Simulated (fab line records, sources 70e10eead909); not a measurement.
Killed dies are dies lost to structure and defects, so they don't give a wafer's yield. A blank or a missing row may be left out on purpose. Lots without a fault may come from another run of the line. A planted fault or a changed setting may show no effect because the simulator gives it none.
Chamber matching | flow nand_harc | NHARC_A_WL_FILL_ALD_00 on ald_hk-01: 4 sister chambers
The step deposits Al2O3, target thk 3 nm, pulse time 3 s, ald cycles 30. 8 wafers are shown with their chamber, then 9 later ones without.

WAFERS WITH THEIR CHAMBER
wafer  | chamber | heater_power_w (W) | precursor_pulse_height_rel
L080.3 | 3       | 402                | 1.010
L081.6 | 0       | 499                | 0.994
L082.3 | 3       | 424                | 0.986
L082.5 | 2       | 425                | 1.024
L085.5 | 0       | 501                | 0.990
L090.2 | 2       | 430                | 1.024
L090.3 | 1       | 417                | 1.018
L090.6 | 1       | 416                | 0.986

WAFERS WITHOUT THEIR CHAMBER
wafer  | heater_power_w (W) | precursor_pulse_height_rel
L094.1 | 413                | 0.961
L094.3 | 411                | 0.981
L094.6 | 417                | 1.001
L096.1 | 420                | 0.974
L096.3 | 404                | 1.007
L096.4 | 490                | 1.001
L097.2 | 421                | 1.010
L097.4 | 490                | 1.007
L097.5 | 416                | 0.990

WHICH CHAMBER EACH WENT THROUGH
wafer  | from the rows above          | in truth
L094.1 | can't be placed: 3 or 1      | 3
L094.3 | can't be placed: 3 or 1      | 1
L094.6 | can't be placed: 1 or 3 or 2 | 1
L096.1 | can't be placed: 3 or 1 or 2 | 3
L096.3 | can't be placed: 3 or 1 or 2 | 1
L096.4 | 0                            | 0
L097.2 | can't be placed: 1 or 2 or 3 | 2
L097.4 | 0                            | 0
L097.5 | can't be placed: 3 or 1      | 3
Placed correctly: 2 of 9. Can't be placed from these rows: 7 (the true chamber is among the candidates in 7). Placed wrongly: 0.
How it was worked out, from the rows above alone: a wafer's distance from a chamber is the root of the sum, over the readings, of the square of ((its reading less the chamber's mean) divided by the reading's scatter). The wafer belongs to the nearest chamber; if the next one is less than 2 further off, it can't be placed. A chamber's mean is the mean of its shown wafers. The scatter: the root of (the sum of the squares of (reading less its chamber's mean) over the shown wafers, divided by (wafers less chambers)).
